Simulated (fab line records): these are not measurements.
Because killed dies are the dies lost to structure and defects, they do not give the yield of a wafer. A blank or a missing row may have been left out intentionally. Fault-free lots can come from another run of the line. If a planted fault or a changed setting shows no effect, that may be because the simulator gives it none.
Matching of chambers	flow n5_finfet	N5_GATE_CUT_ETCH_58 on rie_diel-03: 4 sister chambers
The step etches SiNx in CH3F/O2, target depth 17 nm, time 128.6 s. 20 wafers are shown with their chamber, then 10 later ones without.

== WAFERS WITH THEIR CHAMBER ==
wafer	chamber	drypump_motor_current_A (A)	showerhead_plenum_p_Torr (Torr)	oes_product_au (a.u.)
L077.3	2	5.21	1.98	0.69
L077.5	2	5.24	1.98	0.69
L077.6	3	5.14	2.05	0.70
L081.1	2	5.24	1.98	0.69
L081.3	0	5.93	1.99	0.71
L081.6	3	5.14	2.05	0.70
L082.3	1	5.27	2.14	0.84
L082.5	3	5.14	2.05	0.70
L082.6	2	5.25	1.98	0.69
L083.1	3	5.15	2.05	0.70
L083.2	0	5.93	1.99	0.72
L083.6	0	5.93	1.99	0.72
L086.3	1	5.28	2.14	0.84
L086.4	0	5.94	1.99	0.72
L086.5	1	5.29	2.14	0.83
L088.3	0	5.92	1.98	0.71
L088.5	2	5.27	1.98	0.69
L088.6	3	5.16	2.05	0.69
L090.2	0	5.93	1.98	0.72
L090.3	2	5.23	1.97	0.68

SIGNATURES (means of the wafers above)
reading	chamber 0	chamber 1	chamber 2	chamber 3	scatter within a chamber
drypump_motor_current_A	5.9300	5.2800	5.2400	5.1460	0.013
showerhead_plenum_p_Torr	1.9867	2.1400	1.9783	2.0500	0.00368
oes_product_au	0.7167	0.8367	0.6883	0.6980	0.00477
Rule: distance of a wafer from a chamber = root of the sum over the readings of ((wafer's reading minus chamber's mean) / reading's scatter) squared. The wafer belongs to the nearest chamber; if the next one is less than 2 further off, it can't be placed. The scatter: the root of (the sum of the squares of (reading less its chamber's mean) over the shown wafers, divided by (wafers less chambers)).

== WAFERS MISSING THEIR CHAMBER ==
wafer	drypump_motor_current_A (A)	showerhead_plenum_p_Torr (Torr)	oes_product_au (a.u.)
L090.4	5.15	2.05	0.69
L091.1	5.95	1.98	0.71
L091.2	5.28	2.13	0.82
L091.4	5.15	2.05	0.69
L094.1	5.28	2.13	0.82
L094.4	5.29	1.97	0.69
L094.5	5.93	1.98	0.71
L096.1	5.93	1.98	0.71
L096.3	5.25	1.97	0.68
L096.4	5.27	2.13	0.80

== THE CHAMBER EACH PASSED THROUGH ==
wafer	from the rows above	in truth
L090.4	3	3
L091.1	0	0
L091.2	1	1
L091.4	3	3
L094.1	1	1
L094.4	2	2
L094.5	0	0
L096.1	0	0
L096.3	2	2
L096.4	1	1
10 of 10 placed correctly. Can't be placed from these rows: 0. 0 placed wrongly.
